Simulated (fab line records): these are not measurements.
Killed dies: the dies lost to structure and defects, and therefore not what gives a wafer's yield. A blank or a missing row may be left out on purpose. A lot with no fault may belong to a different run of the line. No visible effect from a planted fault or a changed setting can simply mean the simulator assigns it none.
fab line records -- flow nand_harc
[record] lots = 7, wafers = 19, last_day = 32
route steps=1302 shown A_BONDPAD@1225 HYBRID_BOND@1237
lots that met no fault: taken from a fault-free run of the same line
start_h: the number of hours between the record's first day and the start of the first shown wafer of the lot -- wait_h: hours elapsed since this lot's preceding step -- " unchanged from the row above -- L1.1+2: a row that stands for several wafers -- - no value, or no start given -- * or withheld: withheld -- < > ~ a bound
route shown NAME@n: names a module that has steps shown in the file, with the first one's number in the route -- usual: mean and standard deviation over wafers with no fault -- same: alike in all rows -- chamber/n: place in a boat -- sites: each site's reading -- _std_site: the standard deviation of these -- _edge_site: the outer-site mean with the inner-site mean subtracted -- radius_mm: how far each site lies from the wafer's centre -- mask NAME#n: copy n -- behind: the tool/chamber that last shaped the wafer -- hold: what put the lot on hold/how long, in hours/how the hold closed -- device: the transistor (n, p or np) that didn't switch -- end of line: at the end of the route, the tests of the same wafers -- a step without rows: its recipe alone -- killed: count of dies lost to structure and defects at first sort (not the wafer's yield) -- map: a wafer's dies, x killed, . not, _ none there
set.NAME: setting as actually run; set.NAME@STEP: the setting as run at that earlier step -- model.NAME: the simulator's own value behind a step, which no gauge read
lots at some steps of the route; a table a step, a row a wafer
services: the hour from which a tool's chamber was out of use, counted from the record's first day as start_h (under 0 if before that day), plus the number of hours and why
[[steps]]
[step NHARC_A_BONDPAD_DEGAS_25]
[recipe] temp_c = 300, time_s = 60
[usual] heater_power_w = 468/71, susceptor_temp_C = 300.00/0.2
lot.wafer,tool,chamber,start_h,wait_h,heater_power_w,susceptor_temp_C
L807.2,pvd_sputter-01,-,553.54,-,440,-
L807.6,pvd_sputter-01,-,553.54,-,424,-
L807.5,pvd_sputter-01,-,553.54,-,423,-
L813.4,pvd_sputter-01,-,628.29,-,439,299.85
L813.6,pvd_sputter-01,-,628.29,-,332,300.22
L814.4,pvd_sputter-01,-,631.10,-,336,300.39
L814.3,pvd_sputter-01,-,631.10,-,441,300.00
L815.2,pvd_sputter-02,-,637.55,-,619,300.32
L815.4,pvd_sputter-02,-,637.55,-,473,299.83
L815.6,pvd_sputter-02,-,637.55,-,619,300.06
L822.4,pvd_sputter-02,-,703.39,-,481,-
L822.2,pvd_sputter-02,-,703.39,-,472,-
L822.5,pvd_sputter-02,-,703.39,-,481,-
L821.2,pvd_sputter-01,-,705.01,-,417,300.14
L821.4,pvd_sputter-01,-,705.01,-,326,300.12
L821.6,pvd_sputter-01,-,705.01,-,433,299.83
L824.2,pvd_sputter-03,-,722.77,-,559,299.75
L824.3,pvd_sputter-03,-,722.77,-,413,299.77
L824.5,pvd_sputter-03,-,722.77,-,515,300.11
[step NHARC_A_BONDPAD_PRE_CLEAN_26]
[recipe] time_s = 30, temp_c = 280, gas = H2/He
[step NHARC_A_BONDPAD_PVD_17]
[recipe] target_thk_a = 50, bias_v = 168.6, power_w = 15000, chamber_pressure_pa = 0.12, time_s = 8.06, substrate_temp_c = 50, material = TaN
[usual] chamber_pressure_pa = 0.11998/0.00021, throttle_valve_pct = 29.9/1.1
lot.wafer,tool,chamber,start_h,wait_h,chamber_pressure_pa,throttle_valve_pct
L807.2,pvd_sputter-01,-,-,-,0.1197,30.3
L807.6,pvd_sputter-01,-,-,-,0.11981,30.5
L807.5,pvd_sputter-01,-,-,-,0.12011,30.9
L813.4,pvd_sputter-01,-,-,-,0.11952,31.2
L813.6,pvd_sputter-01,-,-,-,0.12012,29.6
L814.4,pvd_sputter-01,-,-,-,0.12023,30.6
L814.3,pvd_sputter-01,-,-,-,0.11974,31.2
L815.2,pvd_sputter-02,-,-,-,0.12016,30.9
L815.4,pvd_sputter-02,-,-,-,0.1198,28.0
L815.6,pvd_sputter-02,-,-,-,0.1199,30.9
L822.4,pvd_sputter-02,-,-,-,0.11999,30.0
L822.2,pvd_sputter-02,-,-,-,0.12,30.5
L822.5,pvd_sputter-02,-,-,-,0.11975,29.9
L821.2,pvd_sputter-01,-,-,-,0.11999,31.2
L821.4,pvd_sputter-01,-,-,-,0.11973,29.7
L821.6,pvd_sputter-01,-,-,-,0.11987,30.1
L824.2,pvd_sputter-03,-,-,-,0.11991,29.4
L824.3,pvd_sputter-03,-,-,-,0.12001,28.0
L824.5,pvd_sputter-03,-,-,-,0.11931,29.2
[step NHARC_A_BONDPAD_PVD_27]
[recipe] target_thk_a = 300, chamber_pressure_pa = 5, power_w = 5000, substrate_temp_c = 30, time_s = 20.49, material = Cu
[usual] chamber_pressure_pa = 4.999/0.01, throttle_valve_pct = 29.8/1
lot.wafer,tool,chamber,start_h,wait_h,chamber_pressure_pa,throttle_valve_pct
L807.2,pvd_sputter-01,-,-,-,4.998,30.6
L807.6,pvd_sputter-01,-,-,-,5.008,31.2
L807.5,pvd_sputter-01,-,-,-,5.004,31.1
L813.4,pvd_sputter-01,-,-,-,4.996,31.1
L813.6,pvd_sputter-01,-,-,-,4.999,31.4
L814.4,pvd_sputter-01,-,-,-,4.991,30.0
L814.3,pvd_sputter-01,-,-,-,4.991,30.9
L815.2,pvd_sputter-02,-,-,-,5.003,29.5
L815.4,pvd_sputter-02,-,-,-,4.988,27.7
L815.6,pvd_sputter-02,-,-,-,4.986,28.9
L822.4,pvd_sputter-02,-,-,-,5.001,29.4
L822.2,pvd_sputter-02,-,-,-,4.979,29.9
L822.5,pvd_sputter-02,-,-,-,4.995,29.9
L821.2,pvd_sputter-01,-,-,-,5.003,30.0
L821.4,pvd_sputter-01,-,-,-,4.985,30.9
L821.6,pvd_sputter-01,-,-,-,5.002,31.3
L824.3,pvd_sputter-03,-,-,-,5.009,28.9
L824.2,pvd_sputter-03,-,-,-,5.005,28.6
L824.5,pvd_sputter-03,-,-,-,5.001,28.2
[step NHARC_A_BONDPAD_ECD_18]
[recipe] target_thk_a = 4000, bath_temp_c = 25, material = Cu
[step NHARC_A_BONDPAD_ANNEAL_28]
[recipe] temp_c = 225, time_s = 90
[usual] wafer_temp_C_max = 225.92/0.25
lot.wafer,tool,chamber,start_h,wait_h,wafer_temp_C_max
L807.2,rtp_anneal-01,0,554.32,-,226.35
L807.5,rtp_anneal-01,0,554.32,-,226.24
L807.6,rtp_anneal-01,0,554.32,-,225.72
L813.4,rtp_anneal-01,0,629.19,-,226.10
L813.6,rtp_anneal-01,0,629.19,-,226.59
L814.3,rtp_anneal-01,0,631.93,-,225.74
L814.4,rtp_anneal-01,0,631.93,-,226.18
L815.2,rtp_anneal-02,0,638.34,0.3,226.03
L815.4,rtp_anneal-02,0,638.34,0.3,226.31
L815.6,rtp_anneal-02,0,638.34,0.3,225.83
L822.2,rtp_anneal-02,0,704.21,-,225.62
L822.4,rtp_anneal-02,0,704.21,-,225.75
L822.5,rtp_anneal-02,0,704.21,-,225.55
L821.2,rtp_anneal-01,0,705.80,0.3,225.99
L821.4,rtp_anneal-01,0,705.80,0.3,226.16
L821.6,rtp_anneal-01,0,705.80,0.3,226.01
L824.2,rtp_anneal-02,0,723.59,0.4,225.87
L824.3,rtp_anneal-02,0,723.59,0.4,225.69
L824.5,rtp_anneal-02,0,723.59,0.4,225.70
[step NHARC_A_BONDPAD_CMP_19]
[recipe] t_overpolish_s = 30, cu_recess_touch_s = 16, target_thk_nm = 169.82
[usual] motor_current_A = 11.3/0.98, overpolish_run_s = 30.000/0.0086
lot.wafer,tool,chamber,start_h,wait_h,motor_current_A,overpolish_run_s
L807.2,cmp-01,1,554.65,-,12.2,30.013
L807.6,cmp-01,0,554.65,-,9.5,29.988
L807.5,cmp-01,1,554.65,-,12.4,30.002
L813.4,cmp-01,0,629.49,-,9.9,29.997
L813.6,cmp-01,1,629.49,-,12.5,30.010
L814.3,cmp-04,2,632.17,-,10.7,29.986
L814.4,cmp-04,0,632.17,-,13.4,30.001
L815.2,cmp-04,3,638.63,-,12.3,30.010
L815.4,cmp-04,1,638.63,-,11.0,29.989
L815.6,cmp-04,0,638.63,-,12.6,30.004
L822.2,cmp-04,3,704.53,-,11.6,30.002
L822.4,cmp-04,0,704.53,-,12.9,30.007
L822.5,cmp-04,3,704.53,-,12.1,30.011
L821.4,cmp-04,1,706.15,-,11.0,29.999
L821.2,cmp-04,2,706.15,-,10.8,29.986
L821.6,cmp-04,0,706.15,-,12.7,30.002
L824.3,cmp-01,0,723.91,-,9.9,30.024
L824.2,cmp-01,2,723.91,-,11.9,30.008
L824.5,cmp-01,3,723.91,-,11.1,30.011
[step NHARC_A_BONDPAD_THK_MEAS_20]
[recipe] thk_meas_gauge = xrf
[usual] thk_nm = 170.2/1.5
lot.wafer,tool,chamber,start_h,wait_h,thk_nm
L807.2,film_metro-01,-,554.94,-,173.1
L807.5,film_metro-01,-,554.94,-,173.1
L807.6,film_metro-01,-,554.94,-,171.7
L813.4,film_metro-02,-,629.73,-,170.4
L813.6,film_metro-02,-,629.73,-,169.2
L814.3,film_metro-02,-,632.49,-,169.3
L814.4,film_metro-02,-,632.49,-,169.9
L815.2,film_metro-01,-,638.95,-,168.1
L815.4,film_metro-01,-,638.95,-,169.0
L815.6,film_metro-01,-,638.95,-,168.3
L822.2,film_metro-02,-,704.82,-,170.5
L822.4,film_metro-02,-,704.82,-,169.0
L822.5,film_metro-02,-,704.82,-,169.3
L821.2,film_metro-01,-,706.42,-,170.6
L821.4,film_metro-01,-,706.42,-,167.8
L821.6,film_metro-01,-,706.42,-,169.0
L824.2,film_metro-02,-,724.21,-,169.2
L824.3,film_metro-02,-,724.21,-,170.0
L824.5,film_metro-02,-,724.21,-,170.4
[step NHARC_A_BONDPAD_SRD_21]
[recipe] time_s = 30, temp_c = 23, dry_time_s = 20, spin_rpm = 1500
[step NHARC_A_BONDPAD_INSPECT_23]
[usual] raw_defect_count = 543/100
lot.wafer,tool,chamber,start_h,wait_h,raw_defect_count
L807.2,defect_inspect-01,-,555.19,0.0,423
L807.5,defect_inspect-01,-,555.19,0.0,445
L807.6,defect_inspect-01,-,555.19,0.0,420
L813.4,defect_inspect-02,-,629.96,0.0,524
L813.6,defect_inspect-02,-,629.96,0.0,609
L814.3,defect_inspect-02,-,632.76,0.0,582
L814.4,defect_inspect-02,-,632.76,0.0,502
L815.2,defect_inspect-01,-,639.19,0.0,729
L815.4,defect_inspect-01,-,639.19,0.0,613
L815.6,defect_inspect-01,-,639.19,0.0,667
L822.2,defect_inspect-01,-,705.05,0.0,414
L822.4,defect_inspect-01,-,705.05,0.0,497
L822.5,defect_inspect-01,-,705.05,0.0,508
L821.2,defect_inspect-01,-,706.64,0.0,627
L821.4,defect_inspect-01,-,706.64,0.0,544
L821.6,defect_inspect-01,-,706.64,0.0,485
L824.2,defect_inspect-02,-,724.41,0.0,521
L824.3,defect_inspect-02,-,724.41,0.0,445
L824.5,defect_inspect-02,-,724.41,0.0,518
[step NHARC_HYBRID_BOND_ACTIVATE_00]
[recipe] time_s = 60, n2_flow_sccm = 200, ar_flow_sccm = 0, bias_power_w = 0, chemistry = N2
[usual] drypump_motor_current_A = 5.8/0.48, mfc_ar_sccm = 0.013/0.013, oes_product_au = 1.000/0.011, rf_vpp_V = 64.0/0.99, run_length_s = 81.2/0.44, showerhead_plenum_p_Torr = 1.77/0.089
lot.wafer,tool,chamber,start_h,wait_h,drypump_motor_current_A,mfc_ar_sccm,oes_product_au,rf_hours_counter_h,rf_vpp_V,run_length_s,showerhead_plenum_p_Torr
L807.2,rie_diel-11,0,555.26,0.1,6.2,0,0.999,41,65.7,81.5,1.91
L807.5,rie_diel-11,3,555.26,0.1,5.9,0,0.999,-,63.6,80.9,1.72
L807.6,rie_diel-11,0,555.26,0.1,6.2,0,1.002,-,63.4,81.3,1.91
L813.4,rie_diel-08,1,630.02,0.1,4.8,0.029,1.019,7,63.4,73.9,1.87
L813.6,rie_diel-08,2,630.02,0.1,6.5,0.025,0.997,-,63.3,81.1,1.75
L814.4,rie_diel-08,0,632.83,0.1,5.7,0.018,1.016,8,63.0,73.7,1.85
L814.3,rie_diel-08,1,632.83,0.1,4.9,0.029,1.021,7,64.6,81.7,1.87
L815.2,rie_diel-08,2,639.27,0.1,6.5,0.025,1.007,8,64.8,73.2,1.75
L815.4,rie_diel-08,3,639.27,0.1,6.0,0,0.993,8,64.5,73.6,1.63
L815.6,rie_diel-08,0,639.27,0.1,5.7,0.018,1.013,-,63.5,81.6,1.85
L822.2,rie_diel-11,3,705.11,0.1,5.9,0,0.992,26,63.3,80.9,1.71
L822.4,rie_diel-11,0,705.11,0.1,6.2,0,0.980,18,64.9,81.4,1.90
L822.5,rie_diel-11,3,705.11,0.1,5.9,0,0.987,-,64.1,80.7,1.71
L821.2,rie_diel-08,2,706.70,0.1,6.5,0.025,0.987,15,62.6,80.6,1.75
L821.4,rie_diel-08,3,706.70,0.1,5.9,0,0.994,15,62.0,81.0,1.63
L821.6,rie_diel-08,3,706.70,0.1,6.0,0,0.983,-,61.9,81.2,1.63
L824.2,rie_diel-10,0,724.49,0.1,5.6,0,1.006,53,65.4,81.1,1.72
L824.3,rie_diel-10,1,724.49,0.1,5.5,0.036,1.001,48,63.9,81.7,1.74
L824.5,rie_diel-10,3,724.49,0.1,6.0,0,1.013,-,62.3,81.7,1.66
[step NHARC_HYBRID_BOND_PRECLEAN_01]
[recipe] time_s = 300, temp_c = 23, chemistry = DIW
[[services]]
tool,chamber,start_h,hours,kind
cmp-01,-,540.94,2.5,repair
rie_diel-08,-,545.07,9.0,pm
cmp-01,-,556.09,1.8,repair
cmp-04,-,556.75,0.4,repair
cmp-04,-,562.30,0.5,repair
pvd_sputter-03,-,565.98,6.6,repair
pvd_sputter-01,-,578.44,7.2,repair
rie_diel-08,1,580.77,6.0,repair
pvd_sputter-01,-,585.67,10.0,pm
cmp-01,-,599.87,4.0,pm
cmp-04,-,601.02,4.0,pm
pvd_sputter-03,-,613.73,5.3,repair
cmp-04,-,627.09,1.8,repair
cmp-01,-,632.30,1.3,repair
rie_diel-08,-,637.72,0.4,repair
pvd_sputter-02,-,638.01,10.0,pm
rie_diel-08,1,664.26,9.4,repair
pvd_sputter-02,-,673.42,1.4,repair
cmp-04,-,694.31,1.2,repair
cmp-04,-,699.02,4.0,pm
pvd_sputter-03,-,704.33,10.0,pm
pvd_sputter-01,-,712.57,1.7,repair
cmp-04,-,721.79,0.8,repair
rie_diel-08,-,722.07,9.0,pm
[[key]]
[first_sign] step = NHARC_HYBRID_BOND_ACTIVATE_00, reading = run_length_s, direction = down, sigmas = 17, usual = *, struck = *
effect none on later readings
met_at NHARC_HYBRID_BOND_ACTIVATE_00
struck_wafers L813.4,L814.4,L815.2,L815.4
[fault] kind = process_parameter_drift, tool = rie_diel-08, chamber = -, onset_h = 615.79, steps = NHARC_HYBRID_BOND_ACTIVATE_00, channel = time_s, offset = *, shape = step, end_h = 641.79, scope = struck_wafers_only, acts_in = *, stated = *
